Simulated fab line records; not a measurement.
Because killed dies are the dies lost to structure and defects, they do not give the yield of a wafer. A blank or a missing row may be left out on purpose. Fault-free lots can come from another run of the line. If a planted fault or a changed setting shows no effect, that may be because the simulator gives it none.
fab line records | flow nand-harc
record: lots: 5 wafers: 15 last-day: 33
route steps=1302 shown A_CONTACT@1048
lots untouched by any fault: they come from a run of this same line in which no faults occurred
start-h: hours from the record's first day to the start of the lot's first wafer shown | wait-h: time in hours since the lot's previous step | " the same as in the row above | L1.1+2: one row covering several wafers at once | - no value present, or no start provided | * or withheld: withheld | < > ~ a bound
route shown NAME@n: a module of which the file shows steps, and the number in the route of the first | usual: average and standard deviation across the fault-free wafers | same: alike in all rows | chamber/n: place in a boat | sites: the reading at each site | _std_site: standard deviation of those values | _edge_site: mean of outer sites minus mean of inner sites | radius-mm: how far each site lies from the wafer's centre | mask NAME#n: copy n | behind: the last tool/chamber to shape the wafer | hold: why the lot went on hold/how many hours it stayed there/how the hold came to an end | device: the transistor (n, p or np) that didn't switch | end of line: tests of these same wafers at the route's end | a step given without rows: its recipe and nothing more | killed: the dies lost at the first sort to structure and to defects; this is not the yield of the wafer | map: a wafer's dies, x killed, . not, _ none there
set.NAME: the run value of the setting; set.NAME@STEP: its run value at that earlier step | model.NAME: the simulator's own value behind a step, which no gauge read
certain route steps with their lots: each step a table, each wafer a row
services: when a tool's chamber went out of use (start-h, in hours from the record's first day, below 0 if earlier), for how many hours, and the reason
== steps ==
step: NHARC_A_CONTACT_ETCH_125
recipe: source-w: withheld pressure-mtorr: 20 bias-v: 3000 time-s: 197 target-depth-a: 19180 ar-flow-sccm: withheld c4f8-flow-sccm: withheld o2-flow-sccm: withheld chemistry: C4F8/O2/Ar
columns lot.wafer tool chamber start-h wait-h rf-hours-counter-h
L084.2 har-cap-etch-02 0 619.34 0.2 104
L084.1 " 1 " " 104
L084.5 " 1 " " -
L091.1 har-cap-etch-01 1 649.54 0.2 23
L091.4 " 1 " " -
L091.6 " 0 " " -
L090.1 har-cap-etch-01 0 656.37 0.2 25
L090.3 " 0 " " -
L090.6 " 1 " " -
L094.1 har-cap-etch-02 1 714.77 0.2 123
L094.3 " 1 " " -
L094.5 " 1 " " -
L095.1 har-cap-etch-01 1 718.84 0.2 37
L095.2 " 0 " " 37
L095.4 " 1 " " -
step: NHARC_A_CONTACT_ETCH_126
recipe: source-w: withheld pressure-mtorr: 20 bias-v: 3000 time-s: 197 target-depth-a: 19180 ar-flow-sccm: withheld c4f8-flow-sccm: withheld o2-flow-sccm: withheld chemistry: C4F8/O2/Ar
columns lot.wafer tool chamber start-h wait-h rf-hours-counter-h
L084.2 har-cap-etch-02 0 619.52 0.1 104
L084.1 " 1 " " 104
L084.5 " 1 " " -
L091.1 har-cap-etch-01 1 649.71 0.1 23
L091.4 " 1 " " -
L091.6 " 0 " " -
L090.1 har-cap-etch-01 0 656.55 0.1 25
L090.3 " 0 " " -
L090.6 " 1 " " -
L094.1 har-cap-etch-02 1 714.95 0.1 123
L094.3 " 1 " " -
L094.5 " 1 " " -
L095.1 har-cap-etch-01 1 719.01 0.1 37
L095.2 " 0 " " 37
L095.4 " 1 " " -
step: NHARC_A_CONTACT_ETCH_127
recipe: source-w: withheld pressure-mtorr: 20 bias-v: 3000 time-s: 197 target-depth-a: 19180 ar-flow-sccm: withheld c4f8-flow-sccm: withheld o2-flow-sccm: withheld chemistry: C4F8/O2/Ar
columns lot.wafer tool chamber start-h wait-h rf-hours-counter-h
L084.2 har-cap-etch-02 0 619.69 0.1 104
L084.1 " 1 " " 104
L084.5 " 1 " " -
L091.1 har-cap-etch-01 1 649.89 0.1 23
L091.4 " 1 " " -
L091.6 " 0 " " -
L090.1 har-cap-etch-01 0 656.73 0.1 25
L090.3 " 0 " " -
L090.6 " 1 " " -
L094.1 har-cap-etch-02 1 715.13 0.1 124
L094.3 " 1 " " -
L094.5 " 1 " " -
L095.1 har-cap-etch-01 1 719.19 0.1 37
L095.2 " 0 " " 37
L095.4 " 1 " " -
step: NHARC_A_CONTACT_ETCH_128
recipe: source-w: withheld pressure-mtorr: 20 bias-v: 3000 time-s: 197 target-depth-a: 19180 ar-flow-sccm: withheld c4f8-flow-sccm: withheld o2-flow-sccm: withheld chemistry: C4F8/O2/Ar
columns lot.wafer tool chamber start-h wait-h rf-hours-counter-h
L084.2 har-cap-etch-02 0 619.87 0.1 105
L084.1 " 1 " " 105
L084.5 " 1 " " -
L091.1 har-cap-etch-01 1 650.06 0.1 24
L091.4 " 1 " " -
L091.6 " 0 " " -
L090.1 har-cap-etch-01 0 656.90 0.1 25
L090.3 " 0 " " -
L090.6 " 1 " " -
L094.1 har-cap-etch-02 1 715.30 0.1 124
L094.3 " 1 " " -
L094.5 " 1 " " -
L095.1 har-cap-etch-01 1 719.36 0.1 37
L095.2 " 0 " " 37
L095.4 " 1 " " -
step: NHARC_A_CONTACT_ETCH_129
recipe: source-w: withheld pressure-mtorr: 20 bias-v: 3000 time-s: 197 target-depth-a: 19180 ar-flow-sccm: withheld c4f8-flow-sccm: withheld o2-flow-sccm: withheld chemistry: C4F8/O2/Ar
columns lot.wafer tool chamber start-h wait-h rf-hours-counter-h
L084.2 har-cap-etch-02 0 620.04 0.1 105
L084.1 " 1 " " 105
L084.5 " 1 " " -
L091.1 har-cap-etch-01 1 650.24 0.1 24
L091.4 " 1 " " -
L091.6 " 0 " " -
L090.1 har-cap-etch-01 0 657.08 0.1 25
L090.3 " 0 " " -
L090.6 " 1 " " -
L094.1 har-cap-etch-02 1 715.48 0.2 124
L094.3 " 1 " " -
L094.5 " 1 " " -
L095.1 har-cap-etch-01 1 719.54 0.1 37
L095.2 " 0 " " 37
L095.4 " 1 " " -
step: NHARC_A_CONTACT_ETCH_130
recipe: source-w: withheld pressure-mtorr: 20 bias-v: 3000 time-s: 197 target-depth-a: 19180 ar-flow-sccm: withheld c4f8-flow-sccm: withheld o2-flow-sccm: withheld chemistry: C4F8/O2/Ar
columns lot.wafer tool chamber start-h wait-h rf-hours-counter-h
L084.2 har-cap-etch-02 0 620.22 0.1 105
L084.1 " 1 " " 105
L084.5 " 1 " " -
L091.1 har-cap-etch-01 1 650.42 0.1 24
L091.4 " 1 " " -
L091.6 " 0 " " -
L090.1 har-cap-etch-01 0 657.25 0.1 26
L090.3 " 0 " " -
L090.6 " 1 " " -
L094.1 har-cap-etch-02 1 715.66 0.1 124
L094.3 " 1 " " -
L094.5 " 1 " " -
L095.1 har-cap-etch-01 1 719.71 0.1 37
L095.2 " 0 " " 37
L095.4 " 1 " " -
step: NHARC_A_CONTACT_ETCH_131
recipe: source-w: withheld pressure-mtorr: 20 bias-v: 3000 time-s: 197 target-depth-a: 19180 ar-flow-sccm: withheld c4f8-flow-sccm: withheld o2-flow-sccm: withheld chemistry: C4F8/O2/Ar
columns lot.wafer tool chamber start-h wait-h rf-hours-counter-h
L084.2 har-cap-etch-02 0 620.40 0.1 105
L084.1 " 1 " " 105
L084.5 " 1 " " -
L091.1 har-cap-etch-01 1 650.60 0.1 24
L091.4 " 1 " " -
L091.6 " 0 " " -
L090.1 har-cap-etch-01 0 657.43 0.1 26
L090.3 " 0 " " -
L090.6 " 1 " " -
L094.1 har-cap-etch-02 1 715.84 0.1 124
L094.3 " 1 " " -
L094.5 " 1 " " -
L095.1 har-cap-etch-01 1 719.89 0.1 38
L095.2 " 0 " " 38
L095.4 " 1 " " -
step: NHARC_A_CONTACT_ETCH_132
recipe: source-w: withheld pressure-mtorr: 20 bias-v: 3000 time-s: 197 target-depth-a: 19240 ar-flow-sccm: withheld c4f8-flow-sccm: withheld o2-flow-sccm: withheld chemistry: C4F8/O2/Ar
columns lot.wafer tool chamber start-h wait-h rf-hours-counter-h
L084.2 har-cap-etch-02 0 620.58 0.1 105
L084.1 " 1 " " 105
L084.5 " 1 " " -
L091.1 har-cap-etch-01 1 650.78 0.1 24
L091.4 " 1 " " -
L091.6 " 0 " " -
L090.1 har-cap-etch-01 0 657.60 0.1 26
L090.3 " 0 " " -
L090.6 " 1 " " -
L094.1 har-cap-etch-02 1 716.02 0.1 124
L094.3 " 1 " " -
L094.5 " 1 " " -
L095.1 har-cap-etch-01 1 720.06 0.1 38
L095.2 " 0 " " 38
L095.4 " 1 " " -
step: NHARC_A_CONTACT_ETCH_133
recipe: source-w: withheld pressure-mtorr: 20 bias-v: 400 time-s: 374 target-depth-a: 16100 ar-flow-sccm: withheld c4f8-flow-sccm: 11.5 o2-flow-sccm: 7.2 chemistry: C4F8/O2/Ar
columns lot.wafer tool chamber start-h wait-h rf-hours-counter-h
L084.2 har-cap-etch-02 0 620.76 0.1 105
L084.1 " 1 " " 105
L084.5 " 1 " " -
L091.1 har-cap-etch-01 1 650.99 0.2 24
L091.4 " 1 " " -
L091.6 " 0 " " -
L090.1 har-cap-etch-01 0 657.78 0.1 26
L090.3 " 0 " " -
L090.6 " 1 " " -
L094.1 har-cap-etch-02 1 716.23 0.2 125
L094.3 " 1 " " -
L094.5 " 1 " " -
L095.1 har-cap-etch-01 1 720.24 0.1 38
L095.2 " 0 " " 38
L095.4 " 1 " " -
step: NHARC_A_CONTACT_ETCH_91
recipe: target-depth-a: 400 over-etch-frac: 0.5 time-s: 85.7 ion-energy-ev: 120 ch3f-flow-sccm: 50 o2-flow-sccm: 30 ar-flow-sccm: 200 rf-w: 500 bias-w: 100 chemistry: CH3F/O2
usual: drypump-motor-current-A: 6.06/0.26 oes-product-au: 0.934/0.026 rf-vpp-V: 244.1/1.4 showerhead-plenum-p-Torr: 2.45/0.084 throttle-valve-pct: 20.665/0.0085
columns lot.wafer tool chamber start-h wait-h drypump-motor-current-A oes-product-au rf-hours-counter-h rf-vpp-V showerhead-plenum-p-Torr throttle-valve-pct
L084.1 rie-diel-12 3 621.56 0.7 5.92 0.931 60 245.6 2.61 20.673
L084.2 " 1 " " 6.21 0.926 60 246.7 2.64 20.675
L084.5 " 2 " " 6.30 0.930 - 244.0 2.40 20.663
L091.4 rie-diel-13 2 651.77 0.6 5.98 0.940 38 243.7 2.44 20.658
L091.1 " 0 " " 6.00 0.924 45 244.1 2.44 20.665
L091.6 " 1 " " 6.39 0.930 - 246.8 2.65 20.663
L090.1 rie-diel-10 0 658.57 0.7 6.18 0.935 13 243.8 2.50 20.655
L090.3 " 1 " " 5.66 0.911 8 243.7 2.40 20.682
L090.6 " 0 " " 6.16 0.924 - 244.1 2.50 20.664
L094.3 rie-diel-13 2 716.94 0.5 5.96 0.999 5 242.0 2.43 20.672
L094.1 " 3 " " 6.62 1.007 5 242.8 2.32 20.660
L094.5 " 2 " " 5.96 1.004 - 244.4 2.43 20.673
L095.2 rie-diel-10 1 721.04 0.7 5.71 0.916 19 243.2 2.40 20.650
L095.4 " 2 " " 6.23 0.921 24 244.0 2.41 20.663
L095.1 " 3 " " 5.81 0.925 19 243.9 2.38 20.676
step: NHARC_A_CONTACT_ETCH_97
recipe: target-depth-a: 200 over-etch-frac: 0.5 time-s: 10 ion-energy-ev: 250 c4f6-flow-sccm: 25 o2-flow-sccm: 20 ar-flow-sccm: 500 rf-w: 600 bias-w: 500 chemistry: C4F6/O2
usual: drypump-motor-current-A: 6.06/0.26 oes-product-au: 0.955/0.02 rf-vpp-V: 546.6/2.6 showerhead-plenum-p-Torr: 3.91/0.13 throttle-valve-pct: 26.904/0.009
columns lot.wafer tool chamber start-h wait-h drypump-motor-current-A oes-product-au rf-hours-counter-h rf-vpp-V showerhead-plenum-p-Torr throttle-valve-pct
L084.2 rie-diel-12 0 - - 6.20 0.933 55 544.9 3.77 26.898
L084.1 " 2 " " 6.34 0.958 63 546.9 3.83 26.909
L084.5 " 1 " " 6.24 0.943 - 552.5 4.19 26.913
L091.4 rie-diel-13 0 - - 5.99 0.983 46 547.1 3.90 26.887
L091.1 " 1 " " 6.45 0.991 38 553.4 4.20 26.918
L091.6 " 2 " " 5.99 0.981 - 546.8 3.90 26.904
L090.1 rie-diel-10 2 - - 6.30 0.936 14 547.9 3.86 26.906
L090.3 " 0 " " 6.18 0.948 13 548.3 3.99 26.910
L090.6 " 2 " " 6.28 0.939 - 545.5 3.86 26.907
L094.3 rie-diel-13 1 - - 6.43 1.003 4 552.5 4.19 26.903
L094.1 " 3 " " 6.66 0.993 5 543.4 3.71 26.897
L094.5 " 1 " " 6.41 0.998 - 552.9 4.19 26.903
L095.4 rie-diel-10 3 - - 5.83 0.941 19 544.6 3.81 26.923
L095.1 " 0 " " 6.15 0.953 24 547.7 3.98 26.902
L095.2 " 1 " " 5.67 0.943 19 545.4 3.83 26.888
step: NHARC_A_CONTACT_CD_MEAS_80
usual: cd-nm: 289.6/1
columns lot.wafer tool chamber start-h wait-h cd-nm
L084.1 cd-sem-03 - 621.76 - 290.9
L084.2 " - " " 290.5
L084.5 " - " " 290.5
L091.1 cd-sem-01 - 652.58 - 291.4
L091.4 " - " " 291.4
L091.6 " - " " 290.8
L090.1 cd-sem-01 - 658.79 - 290.6
L090.3 " - " " 290.6
L090.6 " - " " 290.4
L094.1 cd-sem-03 - 717.20 - 290.5
L094.3 " - " " 290.5
L094.5 " - " " 290.5
L095.1 cd-sem-02 - 721.25 - 290.6
L095.2 " - " " 290.1
L095.4 " - " " 289.9
step: NHARC_A_CONTACT_STRIP_103
recipe: n2-flow-sccm: 150 h2-flow-sccm: 150 ar-flow-sccm: 0 bias-w: 0 chemistry: N2/H2
columns lot.wafer tool chamber start-h wait-h
L084.1+2+5 rie-diel-10 2,3,1 621.85 0.1
L091.1+4+6 rie-diel-10 1,2,1 652.67 0.1
L090.3+1+6 rie-diel-10 0,2,0 658.87 0.1
L094.1+3+5 rie-diel-10 3,0,2 717.28 0.1
L095.2+1+4 rie-diel-10 1,3,0 721.32 0.1
step: NHARC_A_CONTACT_STRIP_104
recipe: cf4-flow-sccm: 100 chf3-flow-sccm: 30 ar-flow-sccm: 0 bias-w: 0 chemistry: CF4/CHF3
columns lot.wafer tool chamber start-h wait-h
L084.1+2+5 rie-diel-10 0,1,0 621.93 0.1
L091.4+1+6 rie-diel-10 3,0,2 652.76 0.1
L090.1+3+6 rie-diel-10 3,0,0 658.96 0.1
L094.3+1+5 rie-diel-10 2,3,0 717.37 0.1
L095.4+2+1 rie-diel-10 3,0,1 721.59 0.2
step: NHARC_A_CONTACT_STRIP_105
recipe: o2-flow-sccm: 400 cos-flow-sccm: 20 ar-flow-sccm: 0 bias-w: 0 chemistry: O2/COS
columns lot.wafer tool chamber start-h wait-h
L084.2+1+5 rie-diel-10 3,2,3 621.99 0.1
L091.1+4+6 rie-diel-10 3,1,3 652.81 0.0
L090.3+1+6 rie-diel-10 2,3,3 659.03 0.1
L094.3+1+5 rie-diel-10 2,3,0 717.43 0.1
L095.1+2+4 rie-diel-10 1,2,3 721.65 0.1
step: NHARC_A_CONTACT_ETCH_106
recipe: target-depth-a: 900 overetch-a: 90 time-s: 49.5 ion-energy-ev: 100 cf4-flow-sccm: 80 o2-flow-sccm: 20 ar-flow-sccm: 0 rf-w: 300 bias-w: 100 chemistry: CF4/O2
usual: drypump-motor-current-A: 6.02/0.26 oes-product-au: 0.998/0.0072 rf-vpp-V: 197.7/1.2 showerhead-plenum-p-Torr: 1.33/0.041 throttle-valve-pct: 13.396/0.0089
columns lot.wafer tool chamber start-h wait-h drypump-motor-current-A oes-product-au rf-hours-counter-h rf-vpp-V showerhead-plenum-p-Torr throttle-valve-pct
L084.1 rie-diel-10 2 622.06 0.1 6.25 0.991 3 197.8 1.32 13.403
L084.2 " 0 " " 6.11 1.009 3 198.4 1.36 13.401
L084.5 " 1 " " 5.65 0.991 - 196.5 1.31 13.393
L091.1 rie-diel-10 1 652.88 0.1 5.66 0.992 6 197.0 1.31 13.379
L091.4 " 2 " " 6.21 1.004 12 198.3 1.31 13.392
L091.6 " 2 " " 6.23 0.999 - 197.7 1.31 13.406
L090.3 rie-diel-10 1 659.09 0.1 5.69 0.995 8 197.9 1.31 13.412
L090.1 " 3 " " 5.80 0.994 9 197.2 1.30 13.372
L090.6 " 1 " " 5.67 1.003 - 196.7 1.30 13.393
L094.1 rie-diel-10 3 717.49 0.1 5.81 0.993 19 196.8 1.29 13.396
L094.3 " 0 " " 6.17 1.004 24 199.3 1.36 13.413
L094.5 " 2 " " 6.21 0.992 - 196.8 1.31 13.404
L095.4 rie-diel-10 0 721.71 0.0 6.16 0.996 24 196.1 1.36 13.380
L095.2 " 1 " " 5.66 1.000 19 195.2 1.30 13.392
L095.1 " 3 " " 5.82 0.998 19 196.6 1.29 13.396
step: NHARC_A_CONTACT_STRIP_82
recipe: o2-flow-sccm: 500 ar-flow-sccm: 0 bias-w: 0 chemistry: O2
usual: drypump-motor-current-A: 6.03/0.27 oes-product-au: 0.999/0.0072 rf-vpp-V: 57.7/0.92 showerhead-plenum-p-Torr: 3.51/0.1 throttle-valve-pct: 17.037/0.0086
columns lot.wafer tool chamber start-h wait-h drypump-motor-current-A oes-product-au rf-hours-counter-h rf-vpp-V showerhead-plenum-p-Torr throttle-valve-pct
L084.2 rie-diel-10 1 - - 5.67 0.987 3 58.5 3.45 17.039
L084.1 " 2 " " 6.27 0.997 3 59.0 3.48 17.041
L084.5 " 2 " " 6.28 1.000 - 55.9 3.48 17.043
L091.4 rie-diel-10 1 - - 5.70 0.980 6 57.5 3.45 17.043
L091.1 " 2 " " 6.23 1.001 12 58.0 3.47 17.043
L091.6 " 3 " " 5.80 0.985 - 57.6 3.43 17.037
L090.1 rie-diel-10 0 - - 6.18 1.003 13 57.6 3.59 17.038
L090.3 " 2 " " 6.23 1.007 14 58.2 3.47 17.032
L090.6 " 0 " " 6.17 1.017 - 58.5 3.59 17.029
L094.3 rie-diel-10 2 - - 6.25 1.001 24 57.4 3.47 17.044
L094.1 " 3 " " 5.78 0.995 19 57.2 3.42 17.036
L094.5 " 0 " " 6.17 0.998 - 58.9 3.58 17.037
L095.2 rie-diel-10 0 - - 6.16 0.993 24 57.8 3.58 17.040
L095.4 " 1 " " 5.69 0.994 19 56.8 3.45 17.029
L095.1 " 2 " " 6.25 0.997 24 58.0 3.47 17.022
step: NHARC_A_CONTACT_STRIP_83
recipe: time-s: 600 temp-c: 30 chemistry: post-etch-residue-remover
columns lot.wafer tool chamber start-h wait-h
L084.2+1+5 wet-bench-03 7,1,2 622.45 -
L091.6+1+4 wet-bench-06 3,7,0 653.27 -
L090.1+3+6 wet-bench-06 0,1,2 659.49 -
L094.3+5+1 wet-bench-02 3,4,5 717.91 -
L095.4+2+1 wet-bench-02 0,1,2 722.10 -
step: NHARC_A_CONTACT_DEP_84
recipe: target-thk-a: 28000 temp-c: 400 material: aC
usual: throttle-valve-pct: 35.000/0.0089
columns lot.wafer tool chamber start-h wait-h throttle-valve-pct
L084.1 acl-dep-01 0 623.97 - 35.006
L084.2 " 0 " " 34.996
L084.5 " 0 " " 35.000
L091.1 acl-dep-03 0 653.54 - 35.009
L091.4 " 0 " " 35.004
L091.6 " 0 " " 35.011
L090.1 acl-dep-02 0 662.71 - 34.988
L090.3 " 0 " " 34.989
L090.6 " 0 " " 34.991
L094.1 acl-dep-02 0 718.16 - 34.997
L094.3 " 0 " " 35.003
L094.5 " 0 " " 35.000
L095.1 acl-dep-03 0 722.37 - 34.991
L095.2 " 0 " " 35.013
L095.4 " 0 " " 34.994
step: NHARC_A_CONTACT_DEP_85
recipe: target-thk-a: 600 target-thk-nm: 60 temp-c: 400 pressure-torr: 3.5 flow-sccm: 200 rf-w: 350 material: SiON
usual: heater-power-w: 761/110
columns lot.wafer tool chamber start-h wait-h heater-power-w
L084.2 pecvd-04 2 625.75 1.2 776
L084.1 " 0 " " 664
L084.5 " 0 " " 675
L091.1 pecvd-02 2 655.29 1.5 652
L091.6 " 2 " " 666
L091.4 " 1 " " 916
L090.3 pecvd-04 2 664.45 0.9 805
L090.1 " 0 " " 682
L090.6 " 1 " " 519
L094.3 pecvd-02 2 719.93 0.9 680
L094.1 " 0 " " 839
L094.5 " 1 " " 888
L095.1 pecvd-04 2 724.12 1.5 830
L095.2 " 0 " " 679
L095.4 " 2 " " 814
step: NHARC_A_CONTACT_DEHYDRATE_00
recipe: temp-c: 150 time-s: 120
usual: resist-line-temp-C: 22.99/0.095
columns lot.wafer tool chamber start-h wait-h resist-line-temp-C
L084.1 litho-track-01 0 626.00 0.2 23.05
L084.2 " 0 " " 22.98
L084.5 " 0 " " 23.02
L091.1 litho-track-06 0 655.56 0.2 23.00
L091.4 " 0 " " 22.95
L091.6 " 0 " " 22.96
L090.1 litho-track-01 0 664.72 0.2 22.99
L090.3 " 0 " " 22.98
L090.6 " 0 " " 23.00
L094.1 litho-track-06 0 720.17 0.2 22.81
L094.3 " 0 " " 22.83
L094.5 " 0 " " 22.75
L095.1 litho-track-01 0 724.39 0.2 22.99
L095.2 " 0 " " 22.89
L095.4 " 0 " " 23.06
step: NHARC_A_CONTACT_HMDS_01
recipe: time-s: 30
usual: resist-line-temp-C: 22.99/0.12
columns lot.wafer tool chamber start-h wait-h resist-line-temp-C
L084.1 litho-track-01 0 - - 22.86
L084.2 " 0 " " 23.08
L084.5 " 0 " " 23.03
L091.1 litho-track-06 0 - - 23.17
L091.4 " 0 " " 23.10
L091.6 " 0 " " 23.14
L090.1 litho-track-01 0 - - 22.84
L090.3 " 0 " " 23.02
L090.6 " 0 " " 22.92
L094.1 litho-track-06 0 - - 22.65
L094.3 " 0 " " 22.74
L094.5 " 0 " " 22.87
L095.1 litho-track-01 0 - - 22.91
L095.2 " 0 " " 22.89
L095.4 " 0 " " 22.93
step: NHARC_A_CONTACT_COAT_86
recipe: temp-c: 260 time-s: 75
usual: resist-line-temp-C: 22.99/0.12
columns lot.wafer tool chamber start-h wait-h resist-line-temp-C
L084.1 litho-track-01 0 - - 22.96
L084.2 " 0 " " 22.99
L084.5 " 0 " " 22.88
L091.1 litho-track-06 0 - - 22.84
L091.4 " 0 " " 22.91
L091.6 " 0 " " 22.94
L090.1 litho-track-01 0 - - 22.82
L090.3 " 0 " " 22.93
L090.6 " 0 " " 23.04
L094.1 litho-track-06 0 - - 22.95
L094.3 " 0 " " 23.00
L094.5 " 0 " " 22.99
L095.1 litho-track-01 0 - - 22.96
L095.2 " 0 " " 23.02
L095.4 " 0 " " 23.04
step: NHARC_A_CONTACT_COAT_87
recipe: temp-c: 225 time-s: 65
usual: resist-line-temp-C: 23.03/0.099
columns lot.wafer tool chamber start-h wait-h resist-line-temp-C
L084.1 litho-track-01 0 - - 22.98
L084.2 " 0 " " 22.97
L084.5 " 0 " " 23.00
L091.1 litho-track-06 0 - - 23.12
L091.4 " 0 " " 23.19
L091.6 " 0 " " 22.96
L090.1 litho-track-01 0 - - 23.18
L090.3 " 0 " " 23.03
L090.6 " 0 " " 22.98
L094.1 litho-track-06 0 - - 22.95
L094.3 " 0 " " 22.97
L094.5 " 0 " " 23.24
L095.1 litho-track-01 0 - - 23.04
L095.2 " 0 " " 22.97
L095.4 " 0 " " 22.97
step: NHARC_A_CONTACT_COAT_02
recipe: spin-rpm: 1500 resist-thk-nm: 90
usual: resist-line-temp-C: 23.03/0.11
columns lot.wafer tool chamber start-h wait-h resist-line-temp-C
L084.1 litho-track-01 0 - - 22.89
L084.2 " 0 " " 22.97
L084.5 " 0 " " 23.19
L091.1 litho-track-06 0 - - 23.09
L091.4 " 0 " " 22.90
L091.6 " 0 " " 23.04
L090.1 litho-track-01 0 - - 23.09
L090.3 " 0 " " 23.15
L090.6 " 0 " " 23.04
L094.1 litho-track-06 0 - - 23.19
L094.3 " 0 " " 23.05
L094.5 " 0 " " 23.10
L095.1 litho-track-01 0 - - 22.95
L095.2 " 0 " " 23.04
L095.4 " 0 " " 22.95
step: NHARC_A_CONTACT_SOFTBAKE_03
recipe: temp-c: 105 time-s: 55
usual: resist-line-temp-C: 22.99/0.11
columns lot.wafer tool chamber start-h wait-h resist-line-temp-C
L084.1 litho-track-01 0 - - 22.91
L084.2 " 0 " " 22.77
L084.5 " 0 " " 23.04
L091.1 litho-track-06 0 - - 22.92
L091.4 " 0 " " 22.80
L091.6 " 0 " " 22.84
L090.1 litho-track-01 0 - - 22.89
L090.3 " 0 " " 22.89
L090.6 " 0 " " 23.11
L094.1 litho-track-06 0 - - 23.08
L094.3 " 0 " " 23.08
L094.5 " 0 " " 23.06
L095.1 litho-track-01 0 - - 22.76
L095.2 " 0 " " 22.97
L095.4 " 0 " " 23.01
step: NHARC_A_CONTACT_EBR_04
usual: resist-line-temp-C: 23.01/0.11
columns lot.wafer tool chamber start-h wait-h resist-line-temp-C
L084.1 litho-track-01 0 - - 22.98
L084.2 " 0 " " 23.27
L084.5 " 0 " " 23.07
L091.1 litho-track-06 0 - - 22.98
L091.4 " 0 " " 23.03
L091.6 " 0 " " 22.84
L090.1 litho-track-01 0 - - 22.96
L090.3 " 0 " " 22.98
L090.6 " 0 " " 23.14
L094.1 litho-track-06 0 - - 23.06
L094.3 " 0 " " 22.95
L094.5 " 0 " " 23.08
L095.1 litho-track-01 0 - - 23.15
L095.2 " 0 " " 23.23
L095.4 " 0 " " 23.21
step: NHARC_A_CONTACT_EXPOSE_05
recipe: na: 1.35 sigma-outer: 0.8 dose-mj: 84.24 mask-id: A_CC
columns lot.wafer tool chamber start-h wait-h mask
L084.1+2+5 arfi-scanner-01 0 626.31 - A_CC#0
L091.1+4+6 arfi-scanner-01 0 655.87 - A_CC#0
L090.1+3+6 arfi-scanner-03 0 664.91 - A_CC#0
L094.1+3+5 arfi-scanner-03 0 720.48 - A_CC#0
L095.1+2+4 arfi-scanner-02 0 724.57 - A_CC#0
step: NHARC_A_CONTACT_PEB_06
recipe: peb-temp-c: 100 peb-time-s: 65
usual: resist-line-temp-C: 23.00/0.1
columns lot.wafer tool chamber start-h wait-h resist-line-temp-C
L084.1 litho-track-04 0 626.37 0.1 22.94
L084.2 " 0 " " 22.90
L084.5 " 0 " " 22.88
L091.1 litho-track-04 0 655.93 0.1 23.05
L091.4 " 0 " " 22.72
L091.6 " 0 " " 23.03
L090.1 litho-track-06 0 664.97 0.1 22.65
L090.3 " 0 " " 22.79
L090.6 " 0 " " 22.90
L094.1 litho-track-06 0 720.54 0.1 22.96
L094.3 " 0 " " 22.96
L094.5 " 0 " " 22.96
L095.1 litho-track-06 0 724.63 0.1 23.17
L095.2 " 0 " " 23.09
L095.4 " 0 " " 23.08
step: NHARC_A_CONTACT_DEVELOP_07
recipe: develop-time-s: 35 dev-temp-c: 23
usual: resist-line-temp-C: 22.98/0.11
columns lot.wafer tool chamber start-h wait-h resist-line-temp-C
L084.1 litho-track-04 0 - - 22.97
L084.2 " 0 " " 23.05
L084.5 " 0 " " 22.93
L091.1 litho-track-04 0 - - 23.20
L091.4 " 0 " " 23.06
L091.6 " 0 " " 22.86
L090.1 litho-track-06 0 - - 23.01
L090.3 " 0 " " 23.10
L090.6 " 0 " " 23.21
L094.1 litho-track-06 0 - - 23.12
L094.3 " 0 " " 23.02
L094.5 " 0 " " 23.01
L095.1 litho-track-06 0 - - 22.84
L095.2 " 0 " " 23.09
L095.4 " 0 " " 22.80
step: NHARC_A_CONTACT_CD_MEAS_08
recipe: target-cd-nm: 200 landing-energy-ev: 500
usual: cd-nm: 199.9/0.45
columns lot.wafer tool chamber start-h wait-h cd-nm
L084.1 cd-sem-03 0 626.45 - 200.7
L084.2 " 0 " " 200.9
L084.5 " 0 " " 200.4
L091.1 cd-sem-01 0 656.01 - 199.8
L091.4 " 0 " " 199.9
L091.6 " 0 " " 199.6
L090.1 cd-sem-01 0 665.05 - 200.1
L090.3 " 0 " " 200.4
L090.6 " 0 " " 200.6
L094.1 cd-sem-01 0 720.62 - 199.9
L094.3 " 0 " " 200.2
L094.5 " 0 " " 199.7
L095.1 cd-sem-02 0 724.71 - 199.2
L095.2 " 0 " " 199.8
L095.4 " 0 " " 199.8
step: NHARC_A_CONTACT_OVL_MEAS_09
usual: overlay-x-nm: -0.1/0.91 overlay-y-nm: 0.3/0.76
columns lot.wafer tool chamber start-h wait-h overlay-x-nm overlay-y-nm
L084.1 overlay-01 - 626.53 - -0.1 0.2
L084.2 " - " " 0.1 0.0
L084.5 " - " " 0.3 0.2
L091.1 overlay-02 - 656.09 - -0.9 1.0
L091.4 " - " " -1.1 0.9
L091.6 " - " " -1.5 0.9
L090.1 overlay-02 - 665.14 - -0.3 0.5
L090.3 " - " " -0.5 0.3
L090.6 " - " " -0.7 0.3
L094.1 overlay-02 - 720.71 - -0.7 0.3
L094.3 " - " " -0.9 0.0
L094.5 " - " " -0.8 -0.4
L095.1 overlay-01 - 724.80 - 0.0 0.4
L095.2 " - " " -0.6 0.4
L095.4 " - " " -0.3 1.0
step: NHARC_A_CONTACT_INSPECT_10
usual: raw-defect-count: 90/43
columns lot.wafer tool chamber start-h wait-h raw-defect-count
L084.1 defect-inspect-02 - 626.57 0.0 25
L084.2 " - " " 27
L084.5 " - " " 22
L091.1 defect-inspect-01 - 656.13 0.0 106
L091.4 " - " " 99
L091.6 " - " " 121
L090.1 defect-inspect-02 - 665.17 0.0 132
L090.3 " - " " 108
L090.6 " - " " 111
L094.1 defect-inspect-02 - 720.74 0.0 108
L094.3 " - " " 105
L094.5 " - " " 123
L095.1 defect-inspect-01 - 724.84 0.0 35
L095.2 " - " " 32
L095.4 " - " " 33
== services ==
columns tool chamber start-h hours kind
arfi-scanner-01 - 596.00 4.0 pm
wet-bench-02 - 596.00 8.0 pm
pecvd-02 0 596.65 11.2 repair
rie-diel-10 - 596.72 9.0 pm
arfi-scanner-02 - 600.21 5.4 repair
acl-dep-02 - 606.24 13.0 pm
rie-diel-12 - 623.18 9.0 pm
rie-diel-10 1 624.97 18.9 repair
pecvd-04 - 631.45 13.0 pm
rie-diel-10 3 634.00 16.1 repair
arfi-scanner-02 - 649.88 1.1 repair
arfi-scanner-02 - 656.00 4.0 pm
rie-diel-13 3 668.17 6.5 repair
acl-dep-03 - 670.86 13.0 pm
pecvd-02 2 671.73 7.2 repair
litho-track-01 - 680.00 7.0 pm
rie-diel-12 0 685.69 1.4 repair
rie-diel-13 - 696.11 9.0 pm
litho-track-06 - 704.00 7.0 pm
pecvd-04 - 711.98 4.5 repair
arfi-scanner-03 - 712.00 4.0 pm
arfi-scanner-02 - 715.73 1.2 repair
arfi-scanner-01 - 719.50 11.6 repair
wet-bench-06 - 721.65 8.0 pm
== key ==
fault none
